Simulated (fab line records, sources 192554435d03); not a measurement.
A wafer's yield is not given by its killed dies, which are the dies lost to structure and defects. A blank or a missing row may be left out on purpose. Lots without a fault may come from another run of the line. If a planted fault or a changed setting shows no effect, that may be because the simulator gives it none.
Chamber matching || flow n5_finfet || N5_FIN_SAQP_HM_DEP_03 on pecvd-03: 3 sister chambers
The step deposits SiNx from SiH4/NH3/N2, target thk 38 nm, time 33.6 s. 6 wafers are shown with their chamber, then 12 later ones without.

EACH WAFER AND ITS CHAMBER
{"wafer": "L083.6", "chamber": 1, "showerhead_plenum_p_Torr (Torr)": 5.15, "throttle_valve_pct (%)": 40.5}
{"wafer": "L084.3", "chamber": 1, "showerhead_plenum_p_Torr (Torr)": 5.17, "throttle_valve_pct (%)": 40.2}
{"wafer": "L085.4", "chamber": 0, "showerhead_plenum_p_Torr (Torr)": 5.10, "throttle_valve_pct (%)": 40.0}
{"wafer": "L086.2", "chamber": 2, "showerhead_plenum_p_Torr (Torr)": 5.19, "throttle_valve_pct (%)": 39.6}
{"wafer": "L086.4", "chamber": 2, "showerhead_plenum_p_Torr (Torr)": 5.18, "throttle_valve_pct (%)": 39.6}
{"wafer": "L086.5", "chamber": 0, "showerhead_plenum_p_Torr (Torr)": 5.08, "throttle_valve_pct (%)": 39.9}

WAFERS WHOSE CHAMBER IS MISSING
{"wafer": "L089.2", "showerhead_plenum_p_Torr (Torr)": 5.19, "throttle_valve_pct (%)": 40.1}
{"wafer": "L089.3", "showerhead_plenum_p_Torr (Torr)": 5.09, "throttle_valve_pct (%)": 39.6}
{"wafer": "L089.5", "showerhead_plenum_p_Torr (Torr)": 5.09, "throttle_valve_pct (%)": 39.6}
{"wafer": "L092.1", "showerhead_plenum_p_Torr (Torr)": 5.10, "throttle_valve_pct (%)": 39.7}
{"wafer": "L092.2", "showerhead_plenum_p_Torr (Torr)": 5.18, "throttle_valve_pct (%)": 40.1}
{"wafer": "L092.4", "showerhead_plenum_p_Torr (Torr)": 5.17, "throttle_valve_pct (%)": 40.2}
{"wafer": "L093.2", "showerhead_plenum_p_Torr (Torr)": 5.18, "throttle_valve_pct (%)": 39.6}
{"wafer": "L093.4", "showerhead_plenum_p_Torr (Torr)": 5.18, "throttle_valve_pct (%)": 39.9}
{"wafer": "L093.6", "showerhead_plenum_p_Torr (Torr)": 5.18, "throttle_valve_pct (%)": 40.0}
{"wafer": "L095.2", "showerhead_plenum_p_Torr (Torr)": 5.18, "throttle_valve_pct (%)": 39.7}
{"wafer": "L095.5", "showerhead_plenum_p_Torr (Torr)": 5.20, "throttle_valve_pct (%)": 39.8}
{"wafer": "L095.6", "showerhead_plenum_p_Torr (Torr)": 5.16, "throttle_valve_pct (%)": 40.1}

THE CHAMBER EACH PASSED THROUGH
{"wafer": "L089.2", "from the rows above": "can't be placed: 1 or 2", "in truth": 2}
{"wafer": "L089.3", "from the rows above": 0, "in truth": 0}
{"wafer": "L089.5", "from the rows above": 0, "in truth": 0}
{"wafer": "L092.1", "from the rows above": 0, "in truth": 0}
{"wafer": "L092.2", "from the rows above": "can't be placed: 1 or 2", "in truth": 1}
{"wafer": "L092.4", "from the rows above": 1, "in truth": 1}
{"wafer": "L093.2", "from the rows above": 2, "in truth": 2}
{"wafer": "L093.4", "from the rows above": "can't be placed: 2 or 1", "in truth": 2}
{"wafer": "L093.6", "from the rows above": "can't be placed: 2 or 1", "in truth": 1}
{"wafer": "L095.2", "from the rows above": 2, "in truth": 2}
{"wafer": "L095.5", "from the rows above": 2, "in truth": 2}
{"wafer": "L095.6", "from the rows above": 1, "in truth": 1}
8 of 12 placed correctly. These rows do not allow placing 4 (true chamber among the candidates in 4). Placed wrongly: 0.
How it was worked out, from the rows above alone: a wafer's distance from a chamber is the root of the sum, over the readings, of the square of ((its reading less the chamber's mean) divided by the reading's scatter). The wafer belongs to the nearest chamber; if the next one is less than 2 further off, it can't be placed. Each chamber's mean is taken over the wafers shown for it. The scatter: the root of (the sum of the squares of (reading less its chamber's mean) over the shown wafers, divided by (wafers less chambers)).
